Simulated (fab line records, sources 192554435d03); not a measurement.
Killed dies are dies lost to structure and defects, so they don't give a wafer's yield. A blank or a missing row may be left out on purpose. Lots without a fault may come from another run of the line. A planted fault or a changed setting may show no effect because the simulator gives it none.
Which tool did it? | flow n5_finfet | 9 lots, 24 wafers sampled, at 7 steps of a route of 1938

WHAT THE GAUGES READ, wafer by wafer
N5_SD_EPI_N_EPI_MEAS_23.
lot  | measured    | on            | thk_nm (nm)
L611 | day 4 00:19 | film_metro-02 | 61.4 59.1 60.6
L612 | day 4 05:22 | film_metro-02 | 59.2 58.3 59.4
L613 | day 4 10:26 | film_metro-01 | 67.3 65.8 65.3
L614 | day 4 15:33 | film_metro-02 | 68.6 65.2 67.7
L627 | day 8 00:05 | film_metro-01 | 61.8 60.8
L628 | day 8 08:17 | film_metro-01 | 58.2 60.0
L629 | day 8 09:40 | film_metro-01 | 57.9 58.2 59.2
L630 | day 8 19:12 | film_metro-02 | 59.6 58.9 59.4
L631 | day 9 03:54 | film_metro-01 | 56.8 59.2

N5_SD_EPI_P_OVL_MEAS_10.
lot  | measured    | on         | SD_P_BLK_OVL (nm)
L611 | day 4 01:18 | overlay-02 | -0.5 -0.7 -0.3
L612 | day 4 06:14 | overlay-01 | -1.2 -0.5 -0.2
L613 | day 4 11:25 | overlay-01 | 1.0 0.3 0.0
L614 | day 4 16:52 | overlay-02 | -0.9 -0.5 0.2
L627 | day 8 01:05 | overlay-02 | 1.0 0.3
L628 | day 8 09:16 | overlay-01 | -0.1 -2.3
L629 | day 8 10:44 | overlay-02 | 0.4 -0.2 -0.3
L630 | day 8 20:08 | overlay-02 | 0.5 0.7 -0.3
L631 | day 9 04:53 | overlay-02 | 2.1 0.4

N5_SD_ACTIVATION_RS_MEAS_03: measures by four-point-probe.
lot  | measured    | on            | RS_SD_N (ohm/sq)  | RS_SD_P (ohm/sq)
L611 | day 4 05:33 | film_metro-02 | 21.64 22.02 22.14 | 55.6 56.0 56.3
L612 | day 4 10:28 | film_metro-02 | 22.02 21.81 22.02 | 57.1 58.2 57.3
L613 | day 4 15:41 | film_metro-01 | 19.51 19.56 19.67 | 56.7 56.3 56.1
L614 | day 4 21:05 | film_metro-01 | 19.44 19.36 19.69 | 58.6 58.0 58.2
L627 | day 8 05:20 | film_metro-01 | 22.27 21.56       | 56.5 56.3
L628 | day 8 13:32 | film_metro-02 | 22.07 21.66       | 55.9 56.1
L629 | day 8 15:34 | film_metro-01 | 22.05 22.27 22.08 | 55.9 55.4 55.4
L630 | day 9 00:52 | film_metro-02 | 21.85 21.81 21.68 | 56.1 55.1 54.3
L631 | day 9 09:59 | film_metro-01 | 22.04 22.16       | 57.2 57.2

N5_BEOL_M4_RC_MEAS_101.
lot  | measured     | on        | DIBL_N (mV/V)  | DIBL_P (mV/V)  | IOFF_N (nA/um) | IOFF_P (nA/um) | ION_N (uA/um) | ION_P (uA/um) | RS_SD_N (ohm/sq) | SS_N (mV/dec)  | SS_P (mV/dec)  | VT_N (mV)   | VT_P (mV)
L611 | day 14 20:15 | prober-02 | 35.0 37.2 33.3 | 34.9 37.6 33.1 | 0.13 0.18 0.12 | 0.16 0.21 0.15 | 664 681 653   | 447 462 454   | 28.1 28.5 28.7   | 71.4 71.7 71.0 | 72.5 73.3 72.2 | 252 248 254 | -256 -254 -256
L612 | day 14 04:38 | prober-01 | 33.3 34.9 34.7 | 32.8 34.0 33.7 | 0.11 0.13 0.12 | 0.16 0.17 0.18 | 662 662 667   | 455 452 458   | 28.4 28.3 28.7   | 71.1 71.9 71.4 | 72.4 72.8 73.2 | 254 253 253 | -253 -253 -254
L613 | day 15 17:04 | prober-01 | 35.7 34.6 37.6 | 34.5 32.7 36.9 | 0.15 0.13 0.18 | 0.21 0.18 0.25 | 675 670 674   | 464 461 468   | 25.4 25.4 25.3   | 71.4 71.2 71.7 | 72.7 72.6 73.6 | 246 251 249 | -250 -251 -246
L614 | day 16 00:29 | prober-02 | 36.1 38.3 38.4 | 32.6 34.5 35.5 | 0.14 0.16 0.17 | 0.18 0.21 0.22 | 662 661 673   | 455 450 461   | 25.3 25.3 25.4   | 72.2 72.0 72.3 | 73.0 73.9 73.8 | 250 249 245 | -251 -250 -249
L627 | day 19 02:43 | prober-01 | 38.3 33.9      | 38.7 33.4      | 0.21 0.12      | 0.26 0.17      | 685 672       | 470 462       | 28.2 27.8        | 71.5 70.7      | 73.5 72.6      | 246 252     | -245 -253
L628 | day 20 04:23 | prober-01 | 37.8 35.0      | 36.4 33.0      | 0.16 0.11      | 0.20 0.16      | 659 663       | 456 457       | 28.6 27.9        | 72.2 71.0      | 74.3 72.4      | 248 254     | -253 -254
L629 | day 19 04:35 | prober-01 | 37.5 35.8 38.9 | 36.4 35.5 38.6 | 0.16 0.14 0.19 | 0.21 0.20 0.24 | 662 659 670   | 455 462 460   | 28.7 28.8 28.7   | 71.3 70.8 71.8 | 73.1 73.3 73.6 | 249 252 248 | -249 -251 -247
L630 | day 20 05:26 | prober-02 | 35.9 35.6 33.5 | 35.3 34.6 32.1 | 0.15 0.13 0.10 | 0.19 0.19 0.15 | 686 659 648   | 472 458 450   | 28.4 28.5 28.0   | 71.0 71.7 71.4 | 72.7 72.8 72.0 | 247 251 256 | -250 -251 -255
L631 | day 20 12:02 | prober-01 | 38.3 38.3      | 39.7 39.2      | 0.23 0.22      | 0.28 0.27      | 708 685       | 480 465       | 28.4 28.5        | 71.9 71.4      | 73.8 74.4      | 243 244     | -245 -244

WHICH TOOL RAN EACH LOT (tool, then ch and the chambers of the sampled wafers, then the start)
lot  | N5_SPACER0_ALD_08                | N5_SD_EPI_N_DESCUM_14             | N5_SD_EPI_N_EPI_21
L611 | ald_sin-04 ch 1,3, day 3 20:25   | rie_diel-03 ch 2,3, day 3 20:56   | epi_rpcvd-03 ch 0, day 3 22:53
L612 | ald_sin-03 ch 0,2,3, day 4 01:26 | rie_diel-06 ch 0,1,3, day 4 01:58 | epi_rpcvd-03 ch 0, day 4 03:55
L613 | ald_sin-04 ch 0,2,3, day 4 06:24 | rie_diel-06 ch 0,1,3, day 4 07:02 | epi_rpcvd-03 ch 0, day 4 08:43
L614 | ald_sin-04 ch 0,2, day 4 11:25   | rie_diel-06 ch 1,2,3, day 4 12:08 | epi_rpcvd-03 ch 0, day 4 13:50
L627 | ald_sin-03 ch 0,2, day 7 20:02   | rie_diel-02 ch 0,3, day 7 20:41   | epi_rpcvd-02 ch 0, day 7 22:55
L628 | ald_sin-02 ch 2,3, day 8 04:08   | rie_diel-06 ch 2,3, day 8 04:54   | epi_rpcvd-02 ch 0, day 8 07:24
L629 | ald_sin-04 ch 1,2,3, day 8 05:44 | rie_diel-03 ch 0,1,3, day 8 06:16 | epi_rpcvd-01 ch 0, day 8 08:47
L630 | ald_sin-02 ch 0,1,3, day 8 15:09 | rie_diel-06 ch 2,3, day 8 15:47   | epi_rpcvd-01 ch 0, day 8 17:28
L631 | ald_sin-04 ch 0,1, day 8 22:35   | rie_diel-03 ch 1,3, day 8 23:46   | epi_rpcvd-03 ch 0, day 9 01:37
- N5_SPACER0_ALD_08: deposits SiNx, target thk 2 nm.
- N5_SD_EPI_N_DESCUM_14: chemistry O2, time 7.9 s.
- N5_SD_EPI_N_EPI_21: deposits Si:P, time 690 s.

WHAT THE TOOLS THEMSELVES READ (means of the sampled wafers that have a number; where no wafer has one, the mark that the record gives instead)
N5_SPACER0_ALD_08.
lot  | tool       | chamber_pressure_Torr (Torr) | heater_power_w (W)
L611 | ald_sin-04 | 2.000                        | 780
L612 | ald_sin-03 | 1.999                        | 844
L613 | ald_sin-04 | 1.997                        | 883
L614 | ald_sin-04 | 2.000                        | 935
L627 | ald_sin-03 | 2.000                        | 832
L628 | ald_sin-02 | 1.998                        | 814
L629 | ald_sin-04 | 1.997                        | 827
L630 | ald_sin-02 | 2.003                        | 813
L631 | ald_sin-04 | 1.999                        | 867

N5_SD_EPI_N_DESCUM_14.
lot  | tool        | drypump_motor_current_A (A) | oes_product_au (a.u.) | rf_vpp_V (V) | showerhead_plenum_p_Torr (Torr) | throttle_valve_pct (%)
L611 | rie_diel-03 | 6.0                         | 0.74                  | 241.9        | 2.00                            | 20.43
L612 | rie_diel-06 | 5.7                         | 0.73                  | 241.7        | 2.06                            | 20.59
L613 | rie_diel-06 | 5.7                         | 0.74                  | 242.9        | 2.06                            | 20.60
L614 | rie_diel-06 | 5.7                         | 0.76                  | 242.6        | 2.04                            | 20.63
L627 | rie_diel-02 | 5.8                         | 0.96                  | 243.9        | 2.16                            | 20.45
L628 | rie_diel-06 | 5.5                         | 0.77                  | 241.9        | 2.01                            | 20.63
L629 | rie_diel-03 | 5.9                         | 0.74                  | 243.3        | 2.09                            | 20.48
L630 | rie_diel-06 | 5.4                         | 0.75                  | 242.7        | 2.04                            | 20.69
L631 | rie_diel-03 | 5.7                         | 0.73                  | 243.1        | 2.08                            | 20.40

N5_SD_EPI_N_EPI_21.
lot  | tool         | chamber_pressure_Torr (Torr)
L611 | epi_rpcvd-03 | 254.9
L612 | epi_rpcvd-03 | 255.5
L613 | epi_rpcvd-03 | 254.9
L614 | epi_rpcvd-03 | 254.4
L627 | epi_rpcvd-02 | 255.4
L628 | epi_rpcvd-02 | 254.9
L629 | epi_rpcvd-01 | 254.9
L630 | epi_rpcvd-01 | 255.2
L631 | epi_rpcvd-03 | 255.4

THE ANSWER, worked out from the rows above alone
Rule: what is usual is taken from the lots themselves. Put in order of their means at a reading, lots are off if they are a third of the lots or fewer, leave a main group of 4 or more, and stand apart from it by a gap of 3 or more times the standard deviation of the main group's means; of several such gaps the widest counts. A main group whose means are all the same, to the digits that the tables above print for the reading, isn't used. A lot without any number at a reading at which 4 lots or more have one is off too. The other lots that the step has rows for count as sound. The gauges are gone through in route order, then the tools' own readings, and for those a lot's mean is taken as printed above. The first step at which some lot is off is used, and at that step the reading that is off furthest; a lot without a number counts as furthest.
Off: L613, L614, at N5_SD_EPI_N_EPI_MEAS_23 (thk_nm). The main group: mean 59.4 nm, standard deviation 1.
A tool fits if, at a process step before that reading, it ran every lot that is off, and no sound lot after the first of them. The gauges at N5_SD_EPI_N_EPI_MEAS_23 aren't tried: what is off there is off at N5_BEOL_M4_RC_MEAS_101 too, on other tools, and a gauge's error can't cause that. None of those tried fits.

WHAT THE SIMULATOR HAD PUT IN
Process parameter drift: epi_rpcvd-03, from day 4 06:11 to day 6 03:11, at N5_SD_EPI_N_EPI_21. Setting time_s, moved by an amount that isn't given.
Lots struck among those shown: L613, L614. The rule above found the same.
